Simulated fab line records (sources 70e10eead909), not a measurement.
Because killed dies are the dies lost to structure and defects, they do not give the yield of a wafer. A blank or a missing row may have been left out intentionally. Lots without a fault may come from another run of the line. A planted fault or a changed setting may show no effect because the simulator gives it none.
Chamber matching ; flow nand-harc ; NHARC_P_M2_ETCH_35 on rie-diel-03: 4 sister chambers
The step etches the open film in N2/H2, target depth 40 nm, overetch 12 nm, time 43.94 s. 4 wafers are shown with their chamber, then 8 later ones without.

WAFERS, EACH WITH ITS CHAMBER
wafer;chamber;showerhead-plenum-p-Torr (Torr)
L538.4;3;2.02
L540.2;1;2.14
L540.6;2;2.20
L543.2;0;1.97

WAFERS WITH NO CHAMBER GIVEN
wafer;showerhead-plenum-p-Torr (Torr)
L543.3;2.14
L543.6;2.02
L547.2;2.13
L547.3;1.97
L547.4;2.20
L548.1;2.20
L548.2;1.97
L548.5;2.02

WHICH CHAMBER EACH WENT THROUGH
wafer;from the rows above;in truth
L543.3;1;1
L543.6;3;3
L547.2;1;1
L547.3;0;0
L547.4;2;2
L548.1;2;2
L548.2;0;0
L548.5;3;3
8 of 8 placed correctly. Not placeable from these rows: 0. 0 placed wrongly.
How it was worked out, from the rows above alone: a wafer's distance from a chamber is the root of the sum, over the readings, of the square of ((its reading less the chamber's mean) divided by the reading's scatter). The wafer belongs to the nearest chamber; if the next one is less than 2 further off, it can't be placed. A chamber's mean is the mean of its shown wafers. The scatter: root of mean squared gap, hidden wafer to nearest shown wafer, with one shown wafer a chamber.
